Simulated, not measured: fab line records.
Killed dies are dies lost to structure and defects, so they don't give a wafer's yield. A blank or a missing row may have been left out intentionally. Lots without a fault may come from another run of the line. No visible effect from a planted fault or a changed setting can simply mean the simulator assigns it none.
A struck lot beside a sound one ; flow n5-finfet ; 16 steps out of a route of 1938
Sound: these wafers, L810.2, L810.3, L810.6. Struck: wafers L826.3, L826.4 (left out: L826.5, a lot-mate that was not struck); the cause follows at the end.
Per side, at each step with rows, come the tool, then ch with its chambers, and then its first start. Under that, the readings that differ: sound wafers ; struck wafers ; difference of the means ; sigmas: that difference in standard deviations of wafers without a fault.
alike: readings whose means differ by less than 2 such deviations, and words and numbers that are the same on both sides. not compared: withheld readings, readings that some wafer has no value for, bounds like >300 that may hide the same value, and numbers for which the record gives no deviation and whose values overlap.
A row with sigmas, a row that says differs or no value, or rows on one side alone: a step with any of these is where the two part. When numbers do not overlap yet have no deviation, they are printed without sigmas and do not part them. A reading that every wafer of one side lacks parts them only if that side has two wafers or more.

first, 6 steps without rows for these wafers: N5_BEOL_M2_COAT_22 (resist thk 30 nm); N5_BEOL_M2_EBR_24; N5_BEOL_M2_SOFTBAKE_23 (time 60 s); N5_BEOL_M2_EXPOSE_25 (exposes mask V1, defocus 5 nm); N5_BEOL_M2_PEB_26 (peb time 60 s); N5_BEOL_M2_DEVELOP_27 (develop time 30 s).
N5_BEOL_M2_CD_MEAS_28: target cd 26.2 nm, target cd y 24.1 nm.
  sound on cd-sem-03 ch 0, day 7 15:20; struck on cd-sem-01 ch 0, day 11 08:58
  alike: cd-nm
N5_BEOL_M2_OVL_MEAS_29:
  sound on overlay-01 ch 0, day 7 15:22; struck on overlay-01 ch 0, day 11 09:00
  alike: V1_OVL
N5_BEOL_M2_INSPECT_30: inspects for defects (brightfield).
  sound on defect-inspect-01, day 7 15:26; struck on defect-inspect-02, day 11 09:03
  alike: raw-defect-count
N5_BEOL_M2_DESCUM_33: chemistry O2, time 7 s.
  sound on rie-diel-04 ch 2,3, day 7 15:45; struck on rie-diel-04 ch 2,3, day 11 09:05
  alike: chamber-pressure-mTorr, drypump-motor-current-A, oes-product-au, rf-vpp-V, showerhead-plenum-p-Torr, throttle-valve-pct
  not compared: rf-hours-counter-h
N5_BEOL_M2_ETCH_77: etches underlayer in N2/H2, target depth 6.5 nm, time 5.2 s.
  sound on rie-diel-04 ch 2,3, day 7 15:48; struck on rie-diel-04 ch 2,3, day 11 09:07
  alike: chamber-pressure-mTorr, drypump-motor-current-A, etch-rf-on-time-s, oes-product-au, rf-vpp-V, showerhead-plenum-p-Torr, throttle-valve-pct
  not compared: rf-hours-counter-h
N5_BEOL_M2_ETCH_69: etches SiARC in CF4, target depth 15.6 nm, time 26 s.
  sound on rie-diel-04 ch 2,3, day 7 15:50; struck on rie-diel-04 ch 2,3, day 11 09:08
  alike: chamber-pressure-mTorr, drypump-motor-current-A, etch-rf-on-time-s, oes-product-au, rf-vpp-V, showerhead-plenum-p-Torr, throttle-valve-pct
  not compared: rf-hours-counter-h
N5_BEOL_M2_ALD_98: deposits SiO2, target thk 2.5 nm, pulse time 1 s, co reactant pulse time 1 s.
  sound on ald-sin-04 ch 2,3, day 7 15:59; struck on ald-sin-01 ch 0,3, day 11 09:23
reading;sound;struck;difference;sigmas
ald-cycles;17 17 17;13 13;-4;
model.SiO2_of_BEOL_M2_ALD_98.thk-nm (nm);2.4 2.6 2.4;2 1.8;-1;
  alike: heater-power-outer-w, heater-power-w, precursor-pulse-height-rel
N5_BEOL_M2_ETCHBACK_99: etches SiO2 in CHF3, target depth 5 nm, time 10.4 s.
  sound on rie-diel-01 ch 0,2,3, day 8 03:57; struck on rie-diel-04 ch 0,3, day 12 12:54
  alike: chamber-pressure-mTorr, drypump-motor-current-A, oes-product-au, rf-vpp-V, showerhead-plenum-p-Torr, throttle-valve-pct
  not compared: rf-hours-counter-h
-- here the record skips 2 days between the struck wafers' starts before and after, leaving off in module BEOL_M2 and picking up in module BEOL_M4 (first step shown: number 1111 of the route) --
N5_BEOL_M4_RC_MEAS_101:
  sound on prober-02 ch 0, day 10 08:08; struck on prober-02 ch 0, day 14 15:31
  alike: DIBL_N, DIBL_P, IOFF_N, IOFF_P, ION_N, ION_P, SS_N, SS_P, VT_N, VT_P
N5_PASSIVATION_PROBE_49:
  the record holds rows for the sound wafers here (prober-01, day 14 15:40) but none for the struck ones

== WHERE THEY PART ==
Within this record, at N5_PASSIVATION_PROBE_49 only.

WHY: what the simulator had put in
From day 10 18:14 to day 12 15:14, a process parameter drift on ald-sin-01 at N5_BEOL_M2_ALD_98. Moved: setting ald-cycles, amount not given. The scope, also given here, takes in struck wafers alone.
